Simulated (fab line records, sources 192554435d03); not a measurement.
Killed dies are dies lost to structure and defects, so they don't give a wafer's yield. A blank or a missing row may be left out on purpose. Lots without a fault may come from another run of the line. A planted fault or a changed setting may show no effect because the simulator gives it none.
Split-lot experiment | flow n5_finfet | 7 lots, 21 wafers read, on a route of 1938 steps

THE SPLIT
At N5_BEOL_M2_TRENCH_ETCH_37 (etches SiOC in C4F6/O2, target depth 55.555 nm, time 29.2 s), the setting source_w was moved away from the recipe's 355 W on 7 of the 21 wafers read, by -15.2% to +14.1%. The other wafers ran this setting at the recipe's value.

The reading is taken at the split's own step.

THE READING
rf_vpp_V, in V, at N5_BEOL_M2_TRENCH_ETCH_37 (etches SiOC in C4F6/O2, target depth 55.555 nm, time 29.2 s). Fault-free wafers of this fab line usually give 663 V, standard deviation 12 V.

wafer  | tool, chamber at the split | source_w as run, W | against the recipe | rf_vpp_V, V | against lot-mates on the recipe
L076.1 | rie_diel-03, 1             | 382.6              | +7.8%              | 640         | -25
L076.4 | rie_diel-03, 1             | 355                | recipe             | 665         | -
L076.5 | rie_diel-03, 3             | 382.6              | +7.8%              | 644         | -21
L077.1 | rie_diel-03, 3             | 355                | recipe             | 667         | -
L077.2 | rie_diel-03, 1             | 355                | recipe             | 664         | -
L077.4 | rie_diel-03, 2             | 355                | recipe             | 642         | -
L079.3 | rie_diel-03, 1             | 404.9              | +14.1%             | 622         | -45
L079.4 | rie_diel-03, 2             | 404.9              | +14.1%             | 601         | -66
L079.5 | rie_diel-03, 3             | 355                | recipe             | 667         | -
L089.2 | rie_diel-06, 3             | 355                | recipe             | 673         | -
L089.3 | rie_diel-06, 1             | 355                | recipe             | 651         | -
L089.6 | rie_diel-06, 3             | 355                | recipe             | 672         | -
L090.1 | rie_diel-03, 0             | 309.6              | -12.8%             | 708         | +54
L090.4 | rie_diel-03, 2             | 355                | recipe             | 644         | -
L090.5 | rie_diel-03, 1             | 355                | recipe             | 663         | -
L091.3 | rie_diel-03, 0             | 355                | recipe             | 659         | -
L091.5 | rie_diel-03, 0             | 355                | recipe             | 661         | -
L091.6 | rie_diel-03, 2             | 355                | recipe             | 642         | -
L093.1 | rie_diel-02, 1             | 355                | recipe             | 659         | -
L093.2 | rie_diel-02, 2             | 301                | -15.2%             | 719         | +60
L093.3 | rie_diel-02, 3             | 301                | -15.2%             | 712         | +53

THE FIT
A straight line over all 21 wafers: rf_vpp_V changes by -3.45 V for each +1% of source_w; r = -0.94; the points scatter about the line by 9.9 V.
The same after taking each lot's own level away (the mean of its wafers on the recipe; 21 wafers): -3.79 V for each +1%; r = -0.96; scatter 8.8 V.
On that fit, the largest move of source_w shifts the reading by 58 V.
The lots' own levels span 653.5 to 667.0 V, that is 1.1 times the standard deviation above.
So the lot-to-lot level changes the slope little: the two slopes agree.
Check: with one of the wafers moved furthest among these (-15.2%) left out of the fit, the line predicts +57.7 V for it against its lot-mates. It came out at +60 V against them.
Tool readings at the split's step, against how far the setting was moved: rf_vpp_V r = -0.94.

OTHER SPLITS ON THESE WAFERS
These wafers also went through other splits before the reading. Each is held against what the fit with the lots' levels taken away leaves over:
other split on the same wafers       | wafers away from the commonest value | r with rf_vpp_V (lot level and that fit taken away)
N5_MOL_CONTACT_COAG_COAT_63 spin_rpm | 10                                   | +0.12
N5_BEOL_M0_SAQP_PECVD_96 time_s      | 5                                    | +0.12
N5_BEOL_M0_SAQP_EXPOSE_11 dose_mj    | 10                                   | +0.24
N5_BEOL_M0_SAQP_ETCH_107 bias_w      | 6                                    | -0.16
N5_BEOL_M2_DESCUM_33 time_s          | 7                                    | +0.08

THE FILE'S OWN FIT
rf_vpp_V changes by -3.87 V for each +1% of source_w, r = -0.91.
